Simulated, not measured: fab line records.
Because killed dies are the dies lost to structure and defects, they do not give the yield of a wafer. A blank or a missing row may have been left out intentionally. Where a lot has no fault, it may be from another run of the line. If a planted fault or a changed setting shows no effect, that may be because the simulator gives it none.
2 desks looking at one fault -- flow n5 finfet -- only its own numbers are on each desk; what lay behind them is given at the end

AT THE METROLOGY DESK
Lot by lot, what the gauges showed, no matter which tool ran the lot: averages of those sampled wafers that carry a number. The brackets show how far a lot's mean lies from the usual mean; more than 4 standard deviations puts the lot out of limits, marked OUT.
Columns: A = MIM_TOP_OVL at N5_MIM_TOP_LITHO_OVL_MEAS_11, usual 2 nm; B = MIM_BOT_OVL at N5_MIM_BOT_LITHO_OVL_MEAS_11, usual 3 nm
lot,first seen here,A,B
L868,day 11 21:28,3,7
L870,day 12 13:55,3,-4
L873,day 13 14:19,5,-0
L872,day 13 18:40,-0,6
L875,day 14 11:34,4,-2
L877,day 14 22:34,7,1
L883,day 16 10:47,-7,419 (+66) OUT
L885,day 16 23:44,3,402 (+63) OUT
L884,day 17 01:49,1,14
L888,day 18 14:58,2,6
L889,day 18 15:13,-3,3
This desk's result: L883, L885 out of limits, first on L883 (MIM_BOT_OVL at N5_MIM_BOT_LITHO_OVL_MEAS_11), day 16 12:18. L868, L870, L873, L872, L875, L877, L884, L888, L889: within limits.

THE DEFECT DESK
Inspection counts along the route, by lot: the mean over sampled wafers that carry a number. The brackets show how far a lot's mean lies from the usual mean; more than 4 standard deviations puts the lot out of limits, marked OUT.
Columns: A = raw defect count at N5_MIM_BOT_LITHO_INSPECT_12, usual 2.1
lot,first seen here,A
L868,day 11 22:13,0.7
L870,day 12 14:48,1.7
L873,day 13 15:21,2.3
L872,day 13 19:37,1.7
L875,day 14 12:28,2.7
L877,day 14 23:27,2.0
L883,day 16 12:19,1.0
L885,day 17 00:38,3.0
L884,day 17 02:56,0.5
L888,day 18 16:55,2.3
L889,day 18 17:29,2.0
This desk found nothing out of limits on any of the 11 lots.

ALL TOGETHER
At day 16 12:18 the metrology desk could have sounded an alarm, on L883, L885.
Nothing the defect desk looked at was out of limits.
The defect desk has L883, L885 on record, within its limits.
Of the lots named, all ran N5_MIM_BOT_LITHO_EXPOSE_05 on krf scanner-01.

WHAT THE SIMULATOR HAD PUT IN
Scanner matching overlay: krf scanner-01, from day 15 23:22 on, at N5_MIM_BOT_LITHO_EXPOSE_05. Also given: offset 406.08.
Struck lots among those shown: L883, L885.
Delay in hours, fault start to first out-of-limits reading, per desk: metrology desk 13.
